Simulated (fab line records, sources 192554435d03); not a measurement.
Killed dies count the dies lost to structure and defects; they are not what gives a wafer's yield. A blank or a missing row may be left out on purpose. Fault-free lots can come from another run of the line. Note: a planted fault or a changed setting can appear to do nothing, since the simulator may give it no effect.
Which tool is to blame?	flow n5Finfet	Sampling: 10 lots, 30 wafers, 3 of 1938 route steps

## WHAT THE GAUGES SHOWED, per wafer
N5_BEOL_M15_CD_MEAS_10 targets a cd of 360 nm.
lot	measured	on	cdNm (nm)
L129	day 11 08:26	cdSem-02	360.3 357.9 360.1
L132	day 11 17:08	cdSem-02	361.0 359.0 363.2
L131	day 11 19:02	cdSem-03	361.8 361.4 361.1
L134	day 12 10:42	cdSem-02	357.7 359.0 359.8
L136	day 12 20:53	cdSem-01	356.8 358.5 356.1
L139	day 14 21:41	cdSem-01	358.4 357.1 360.9
L144	day 14 23:46	cdSem-03	356.6 360.7 358.0
L146	day 15 18:31	cdSem-02	360.1 360.4 362.7
L151	day 16 14:01	cdSem-02	355.9 358.9 357.1
L152	day 17 16:32	cdSem-03	360.1 360.1 363.2

N5_BEOL_M15_CD_MEAS_28 targets a cd of 407.6 nm.
lot	measured	on	cdNm (nm)
L129	day 11 10:13	cdSem-03	408.5 406.8 406.7
L132	day 11 18:35	cdSem-03	406.1 405.9 407.0
L131	day 11 20:29	cdSem-03	404.2 402.8 404.3
L134	day 12 12:44	cdSem-02	407.6 406.8 407.8
L136	day 12 22:51	cdSem-02	407.2 408.0 404.7
L139	day 14 23:09	cdSem-02	408.7 410.1 425.0
L144	day 15 01:28	cdSem-01	422.9 422.6 408.4
L146	day 15 20:11	cdSem-03	405.6 406.5 409.3
L151	day 16 15:34	cdSem-03	409.9 406.7 408.1
L152	day 17 18:00	cdSem-01	406.0 406.2 407.0

## TOOL THAT RAN EACH LOT (tool first, then ch and the chambers of the sampled wafers, then the start)
lot	N5_BEOL_M15_PEB_26
L129	lithoTrack-01 ch 0, day 11 10:07
L132	lithoTrack-03 ch 0, day 11 18:28
L131	lithoTrack-04 ch 0, day 11 20:22
L134	lithoTrack-04 ch 0, day 12 12:37
L136	lithoTrack-01 ch 0, day 12 22:44
L139	lithoTrack-01 ch 0, day 14 23:02
L144	lithoTrack-01 ch 0, day 15 01:20
L146	lithoTrack-03 ch 0, day 15 20:04
L151	lithoTrack-03 ch 0, day 16 15:27
L152	lithoTrack-03 ch 0, day 17 17:53
- N5_BEOL_M15_PEB_26: peb time 90 s.

## AS READ BY THE TOOLS THEMSELVES (means over the sampled wafers that have a number; for cases with no such wafer, the mark the record gives instead)
The record holds no such reading with a usual standard deviation.

## THE ANSWER, worked out from the rows above alone
Rule: the usual values come from the lots themselves. The widest of any qualifying gaps counts: lots, ordered by their means at a reading, are off when they make up no more than a third of the lots, leave a main group of 4 or more, and stand apart from it by 3 or more times the standard deviation of that group's means. The tables above print the reading to a certain number of digits; a main group whose means all agree to those digits is not used. Also off: a lot with no number at a reading for which 4 or more lots have one. All remaining lots with rows at the step are treated as sound. After the gauges, taken in route order, come the tools' own readings; for these a lot's mean is taken, as printed above. The first step at which some lot is off is used, and at that step the reading that is off furthest; a lot without a number counts as furthest.
Off: L139, L144, at N5_BEOL_M15_CD_MEAS_28 (cdNm). Main group: mean 406.7 nm, sd 1.2.
A tool fits if, at a process step before that reading, it ran every lot that is off, and no sound lot after the first of them. The gauges at N5_BEOL_M15_CD_MEAS_28 are tried like those tools. One fits: lithoTrack-01 at N5_BEOL_M15_PEB_26. Its last sound lot is L136 (day 12 22:44), its first lot that is off L139 (day 14 23:02): a fault that began between those two fits.

## WHAT THE SIMULATOR PUT IN
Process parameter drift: lithoTrack-01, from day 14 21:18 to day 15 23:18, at N5_BEOL_M15_PEB_26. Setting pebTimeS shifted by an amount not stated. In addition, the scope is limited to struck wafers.
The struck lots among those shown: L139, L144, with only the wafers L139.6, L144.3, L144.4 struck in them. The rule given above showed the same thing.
